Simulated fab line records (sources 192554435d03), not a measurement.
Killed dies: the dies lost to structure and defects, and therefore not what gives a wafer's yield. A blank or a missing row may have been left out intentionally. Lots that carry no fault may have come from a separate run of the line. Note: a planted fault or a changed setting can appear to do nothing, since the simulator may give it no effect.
What tool caused it? :: flow n5_finfet :: 27 wafers from 9 lots sampled at 5 of the route's 1938 steps

== WHAT EACH GAUGE READ, for each wafer ==
N5_BEOL_M4_RC_MEAS_101.
lot: L182
measured: day 8 04:26
on: prober-02
DIBL_N (mV/V): 37.2 34.8 37.4
DIBL_P (mV/V): 35.9 33.7 36.4
IOFF_N (nA/um): 0.159 0.124 0.168
IOFF_P (nA/um): 0.181 0.161 0.194
ION_N (uA/um): 682 668 674
ION_P (uA/um): 449 458 452
SS_N (mV/dec): 73.0 71.3 72.1
SS_P (mV/dec): 73.1 73.1 72.9
VT_N (mV): 252.0 255.4 250.2
VT_P (mV): -252.2 -252.7 -252.2

lot: L183
measured: day 8 07:36
on: prober-02
DIBL_N (mV/V): 37.7 34.9 37.6
DIBL_P (mV/V): 38.0 34.4 37.3
IOFF_N (nA/um): 0.170 0.125 0.170
IOFF_P (nA/um): 0.216 0.167 0.201
ION_N (uA/um): 667 657 672
ION_P (uA/um): 457 453 456
SS_N (mV/dec): 71.6 70.8 71.3
SS_P (mV/dec): 74.3 73.3 74.2
VT_N (mV): 249.1 255.3 251.2
VT_P (mV): -252.6 -256.2 -253.2

lot: L185
measured: day 8 10:06
on: prober-02
DIBL_N (mV/V): 36.4 38.7 38.6
DIBL_P (mV/V): 36.5 38.8 38.8
IOFF_N (nA/um): 0.135 0.172 0.176
IOFF_P (nA/um): 0.171 0.203 0.202
ION_N (uA/um): 662 678 676
ION_P (uA/um): 448 453 450
SS_N (mV/dec): 70.7 71.6 71.8
SS_P (mV/dec): 72.7 74.2 73.7
VT_N (mV): 251.5 247.7 247.2
VT_P (mV): -255.8 -253.6 -253.1

lot: L189
measured: day 10 06:40
on: prober-02
DIBL_N (mV/V): 36.6 35.6 35.2
DIBL_P (mV/V): 37.3 35.2 35.7
IOFF_N (nA/um): 0.159 0.135 0.135
IOFF_P (nA/um): 0.232 0.194 0.200
ION_N (uA/um): 669 664 669
ION_P (uA/um): 466 461 471
SS_N (mV/dec): 71.8 71.9 70.7
SS_P (mV/dec): 74.1 73.4 73.5
VT_N (mV): 250.7 253.0 251.4
VT_P (mV): -248.4 -250.1 -249.6

lot: L190
measured: day 10 08:23
on: prober-01
DIBL_N (mV/V): 36.8 34.7 35.9
DIBL_P (mV/V): 37.6 35.0 36.6
IOFF_N (nA/um): 0.163 0.129 0.149
IOFF_P (nA/um): 0.205 0.174 0.195
ION_N (uA/um): 674 655 672
ION_P (uA/um): 460 453 467
SS_N (mV/dec): 71.6 71.5 71.7
SS_P (mV/dec): 73.1 73.2 73.2
VT_N (mV): 249.0 253.7 250.0
VT_P (mV): -249.7 -253.0 -250.1

lot: L195
measured: day 11 21:34
on: prober-02
DIBL_N (mV/V): 35.3 36.9 35.7
DIBL_P (mV/V): 35.9 37.8 35.5
IOFF_N (nA/um): 0.150 0.181 0.150
IOFF_P (nA/um): 0.196 0.220 0.189
ION_N (uA/um): 689 689 674
ION_P (uA/um): 471 467 462
SS_N (mV/dec): 71.5 72.5 71.9
SS_P (mV/dec): 73.8 73.8 73.2
VT_N (mV): 247.1 248.2 249.2
VT_P (mV): -252.5 -249.6 -251.8

lot: L198
measured: day 12 04:25
on: prober-01
DIBL_N (mV/V): 34.8 35.5 36.8
DIBL_P (mV/V): 34.5 35.5 36.3
IOFF_N (nA/um): 0.125 0.136 0.145
IOFF_P (nA/um): 0.172 0.194 0.209
ION_N (uA/um): 655 660 659
ION_P (uA/um): 449 458 458
SS_N (mV/dec): 71.9 71.4 71.2
SS_P (mV/dec): 72.9 73.9 73.0
VT_N (mV): 256.1 254.0 250.3
VT_P (mV): -255.7 -254.8 -253.4

lot: L199
measured: day 12 06:35
on: prober-02
DIBL_N (mV/V): 38.0 37.6 37.0
DIBL_P (mV/V): 37.3 37.1 36.4
IOFF_N (nA/um): 0.181 0.163 0.157
IOFF_P (nA/um): 0.232 0.225 0.221
ION_N (uA/um): 661 672 671
ION_P (uA/um): 451 461 463
SS_N (mV/dec): 72.6 72.0 71.7
SS_P (mV/dec): 73.1 73.5 73.4
VT_N (mV): 249.9 252.3 250.5
VT_P (mV): -248.6 -251.1 -250.3

lot: L203
measured: day 13 22:59
on: prober-01
DIBL_N (mV/V): 34.7 35.0 35.2
DIBL_P (mV/V): 34.7 35.3 36.0
IOFF_N (nA/um): 0.130 0.134 0.145
IOFF_P (nA/um): 0.191 0.199 0.215
ION_N (uA/um): 662 679 672
ION_P (uA/um): 459 466 464
SS_N (mV/dec): 71.6 70.6 71.2
SS_P (mV/dec): 72.5 72.7 72.4
VT_N (mV): 253.3 251.0 250.8
VT_P (mV): -251.2 -248.1 -249.1

N5_BEOL_M8_CD_MEAS_18: pitch 80 nm, target cd 40 nm.
lot: L182
measured: day 9 13:22
on: cd_sem-02
cd_nm (nm): 39.8 39.7 40.3

lot: L183
measured: day 9 15:07
on: cd_sem-02
cd_nm (nm): 39.1 39.3 39.1

lot: L185
measured: day 9 17:12
on: cd_sem-01
cd_nm (nm): 39.9 39.7 40.3

lot: L189
measured: day 11 18:51
on: cd_sem-03
cd_nm (nm): 39.7 39.2 40.0

lot: L190
measured: day 11 16:01
on: cd_sem-02
cd_nm (nm): 40.3 39.5 40.8

lot: L195
measured: day 13 08:19
on: cd_sem-01
cd_nm (nm): 39.9 39.6 40.1

lot: L198
measured: day 13 15:50
on: cd_sem-01
cd_nm (nm): 39.9 40.0 40.3

lot: L199
measured: day 13 15:22
on: cd_sem-02
cd_nm (nm): 40.2 40.0 40.3

lot: L203
measured: day 15 16:58
on: cd_sem-02
cd_nm (nm): 40.0 38.7 40.4

N5_BEOL_M8_OCD_MEAS_38.
lot: L182
measured: day 9 14:16
on: ocd-02
trench_depth_nm (nm): 92.7 89.9 91.7

lot: L183
measured: day 9 16:06
on: ocd-02
trench_depth_nm (nm): 92.9 92.0 93.9

lot: L185
measured: day 9 19:17
on: ocd-01
trench_depth_nm (nm): 93.1 92.4 92.3

lot: L189
measured: day 11 20:41
on: ocd-02
trench_depth_nm (nm): 94.2 92.7 92.2

lot: L190
measured: day 11 17:48
on: ocd-02
trench_depth_nm (nm): 93.8 93.4 92.8

lot: L195
measured: day 13 09:52
on: ocd-01
trench_depth_nm (nm): 0 0 0

lot: L198
measured: day 13 17:14
on: ocd-02
trench_depth_nm (nm): 0 0 0.5

lot: L199
measured: day 13 17:09
on: ocd-01
trench_depth_nm (nm): 0 0 0

lot: L203
measured: day 15 21:46
on: ocd-01
trench_depth_nm (nm): 92.3 93.5 90.7

== TOOL THAT RAN EACH LOT (tool first, then ch and the chambers of the sampled wafers, then the start) ==
lot: L182
N5_BEOL_M8_TRENCH_ETCH_37: rie_diel-02 ch 0,3, day 9 14:06
N5_BEOL_M8_STRIP_80: rie_diel-02 ch 0,3, day 9 14:16 or earlier

lot: L183
N5_BEOL_M8_TRENCH_ETCH_37: rie_diel-06 ch 1,2,3, day 9 15:56
N5_BEOL_M8_STRIP_80: rie_diel-06 ch 1,2,3, day 9 16:06 or earlier

lot: L185
N5_BEOL_M8_TRENCH_ETCH_37: rie_diel-06 ch 0,1,3, day 9 19:07
N5_BEOL_M8_STRIP_80: rie_diel-06 ch 0,1,3, day 9 19:17 or earlier

lot: L189
N5_BEOL_M8_TRENCH_ETCH_37: rie_diel-06 ch 0,1,3, day 11 20:32
N5_BEOL_M8_STRIP_80: rie_diel-06 ch 0,1,3, day 11 20:41 or earlier

lot: L190
N5_BEOL_M8_TRENCH_ETCH_37: rie_diel-06 ch 0,2,3, day 11 17:38
N5_BEOL_M8_STRIP_80: rie_diel-06 ch 0,2,3, day 11 17:48 or earlier

lot: L195
N5_BEOL_M8_TRENCH_ETCH_37: rie_diel-05 ch 0,3, day 13 09:42
N5_BEOL_M8_STRIP_80: rie_diel-05 ch 0,3, day 13 09:52 or earlier

lot: L198
N5_BEOL_M8_TRENCH_ETCH_37: rie_diel-06 ch 0,2, day 13 17:05
N5_BEOL_M8_STRIP_80: rie_diel-06 ch 0,2, day 13 17:14 or earlier

lot: L199
N5_BEOL_M8_TRENCH_ETCH_37: rie_diel-05 ch 2,3, day 13 16:59
N5_BEOL_M8_STRIP_80: rie_diel-05 ch 2,3, day 13 17:09 or earlier

lot: L203
N5_BEOL_M8_TRENCH_ETCH_37: rie_diel-02 ch 0,1,3, day 15 21:35
N5_BEOL_M8_STRIP_80: rie_diel-02 ch 0,1,3, day 15 21:46 or earlier
- N5_BEOL_M8_TRENCH_ETCH_37: etches SiCOH lowk in C4F6/O2, target depth 93.478 nm, time 31.2 s.
- N5_BEOL_M8_STRIP_80: strips in N2/H2, time 10 s.

== AS READ BY THE TOOLS THEMSELVES (means over the sampled wafers that have a number; for cases with no such wafer, the mark the record gives instead) ==
N5_BEOL_M8_TRENCH_ETCH_37.
lot: L182
tool: rie_diel-02
C4F6_flow_sccm (sccm): 10.021
O2_flow_sccm (sccm): 10.006
bias_w (W): 184.5
drypump_motor_current_A (A): 6.0
mfc_ar_sccm (sccm): 300.0
oes_product_au (a.u.): 0.70
rf_fwd_power_W (W): 339.6
rf_vpp_V (V): 660
showerhead_plenum_p_Torr (Torr): 2.70
throttle_valve_pct (%): 21.21

lot: L183
tool: rie_diel-06
C4F6_flow_sccm (sccm): 10.018
O2_flow_sccm (sccm): 9.981
bias_w (W): 185.3
drypump_motor_current_A (A): 6.0
mfc_ar_sccm (sccm): 300.5
oes_product_au (a.u.): 0.80
rf_fwd_power_W (W): 340.2
rf_vpp_V (V): 666
showerhead_plenum_p_Torr (Torr): 2.79
throttle_valve_pct (%): 20.89

lot: L185
tool: rie_diel-06
C4F6_flow_sccm (sccm): 10.017
O2_flow_sccm (sccm): 9.996
bias_w (W): 184.9
drypump_motor_current_A (A): 6.0
mfc_ar_sccm (sccm): 300.6
oes_product_au (a.u.): 0.79
rf_fwd_power_W (W): 340.0
rf_vpp_V (V): 669
showerhead_plenum_p_Torr (Torr): 2.78
throttle_valve_pct (%): 21.00

lot: L189
tool: rie_diel-06
C4F6_flow_sccm (sccm): 10.008
O2_flow_sccm (sccm): 9.966
bias_w (W): 185.3
drypump_motor_current_A (A): 6.0
mfc_ar_sccm (sccm): 299.1
oes_product_au (a.u.): 0.78
rf_fwd_power_W (W): 339.9
rf_vpp_V (V): 667
showerhead_plenum_p_Torr (Torr): 2.77
throttle_valve_pct (%): 21.02

lot: L190
tool: rie_diel-06
C4F6_flow_sccm (sccm): 10.012
O2_flow_sccm (sccm): 9.996
bias_w (W): 185.1
drypump_motor_current_A (A): 6.0
mfc_ar_sccm (sccm): 299.8
oes_product_au (a.u.): 0.83
rf_fwd_power_W (W): 342.8
rf_vpp_V (V): 666
showerhead_plenum_p_Torr (Torr): 2.76
throttle_valve_pct (%): 20.82

lot: L195
tool: rie_diel-05
C4F6_flow_sccm (sccm): -
O2_flow_sccm (sccm): -
bias_w (W): -
drypump_motor_current_A (A): -
mfc_ar_sccm (sccm): -
oes_product_au (a.u.): -
rf_fwd_power_W (W): -
rf_vpp_V (V): -
showerhead_plenum_p_Torr (Torr): -
throttle_valve_pct (%): -

lot: L198
tool: rie_diel-06
C4F6_flow_sccm (sccm): -
O2_flow_sccm (sccm): -
bias_w (W): -
drypump_motor_current_A (A): -
mfc_ar_sccm (sccm): -
oes_product_au (a.u.): -
rf_fwd_power_W (W): -
rf_vpp_V (V): -
showerhead_plenum_p_Torr (Torr): -
throttle_valve_pct (%): -

lot: L199
tool: rie_diel-05
C4F6_flow_sccm (sccm): -
O2_flow_sccm (sccm): -
bias_w (W): -
drypump_motor_current_A (A): -
mfc_ar_sccm (sccm): -
oes_product_au (a.u.): -
rf_fwd_power_W (W): -
rf_vpp_V (V): -
showerhead_plenum_p_Torr (Torr): -
throttle_valve_pct (%): -

lot: L203
tool: rie_diel-02
C4F6_flow_sccm (sccm): 10.016
O2_flow_sccm (sccm): 9.996
bias_w (W): 185.1
drypump_motor_current_A (A): 5.7
mfc_ar_sccm (sccm): 300.9
oes_product_au (a.u.): 0.86
rf_fwd_power_W (W): 340.8
rf_vpp_V (V): 667
showerhead_plenum_p_Torr (Torr): 2.92
throttle_valve_pct (%): 20.99

N5_BEOL_M8_STRIP_80.
lot: L182
tool: rie_diel-02
drypump_motor_current_A (A): 5.9
oes_product_au (a.u.): 0.70
rf_vpp_V (V): 58.3
showerhead_plenum_p_Torr (Torr): 2.41
throttle_valve_pct (%): 24.0

lot: L183
tool: rie_diel-06
drypump_motor_current_A (A): 6.0
oes_product_au (a.u.): 0.80
rf_vpp_V (V): 59.9
showerhead_plenum_p_Torr (Torr): 2.48
throttle_valve_pct (%): 23.7

lot: L185
tool: rie_diel-06
drypump_motor_current_A (A): 6.0
oes_product_au (a.u.): 0.80
rf_vpp_V (V): 59.0
showerhead_plenum_p_Torr (Torr): 2.48
throttle_valve_pct (%): 23.8

lot: L189
tool: rie_diel-06
drypump_motor_current_A (A): 6.0
oes_product_au (a.u.): 0.78
rf_vpp_V (V): 58.7
showerhead_plenum_p_Torr (Torr): 2.47
throttle_valve_pct (%): 23.8

lot: L190
tool: rie_diel-06
drypump_motor_current_A (A): 5.9
oes_product_au (a.u.): 0.84
rf_vpp_V (V): 58.6
showerhead_plenum_p_Torr (Torr): 2.45
throttle_valve_pct (%): 23.4

lot: L195
tool: rie_diel-05
drypump_motor_current_A (A): 5.7
oes_product_au (a.u.): 0.92
rf_vpp_V (V): 59.2
showerhead_plenum_p_Torr (Torr): 2.48
throttle_valve_pct (%): 23.4

lot: L198
tool: rie_diel-06
drypump_motor_current_A (A): 5.8
oes_product_au (a.u.): 0.87
rf_vpp_V (V): 59.3
showerhead_plenum_p_Torr (Torr): 2.47
throttle_valve_pct (%): 23.4

lot: L199
tool: rie_diel-05
drypump_motor_current_A (A): 6.1
oes_product_au (a.u.): 0.88
rf_vpp_V (V): 59.5
showerhead_plenum_p_Torr (Torr): 2.54
throttle_valve_pct (%): 23.6

lot: L203
tool: rie_diel-02
drypump_motor_current_A (A): 5.7
oes_product_au (a.u.): 0.86
rf_vpp_V (V): 59.1
showerhead_plenum_p_Torr (Torr): 2.61
throttle_valve_pct (%): 23.7

== THE ANSWER, worked out from the rows above alone ==
Rule: the lots themselves supply what counts as usual. Put in order of their means at a reading, lots are off if they are a third of the lots or fewer, leave a main group of 4 or more, and stand apart from it by a gap of 3 or more times the standard deviation of the main group's means; of several such gaps the widest counts. A main group whose means are all the same, to the digits that the tables above print for the reading, isn't used. A lot without any number at a reading at which 4 lots or more have one is off too. The other lots that the step has rows for count as sound. Order of review: gauges by route order, followed by the tools' own readings, for which a lot's mean as printed above is used. The first step at which some lot is off is used, and at that step the reading that is off furthest; a lot without a number counts as furthest.
Off: L195, L198, L199, at N5_BEOL_M8_OCD_MEAS_38 (trench_depth_nm). Main group: mean 92.6 nm, sd 0.63.
A tool fits if, at a process step before that reading, it ran every lot that is off, and no sound lot after the first of them. Not tried: the gauges at N5_BEOL_M8_OCD_MEAS_38; whatever is off there is also off at N5_BEOL_M8_TRENCH_ETCH_37, on other tools, and gauge error can't account for it. Because N5_BEOL_M8_STRIP_80 lacks a start for some lots, the hours and order of its lots are taken from N5_BEOL_M8_OCD_MEAS_38. None of those tried fits.

== WHAT THE SIMULATOR HAD PUT IN ==
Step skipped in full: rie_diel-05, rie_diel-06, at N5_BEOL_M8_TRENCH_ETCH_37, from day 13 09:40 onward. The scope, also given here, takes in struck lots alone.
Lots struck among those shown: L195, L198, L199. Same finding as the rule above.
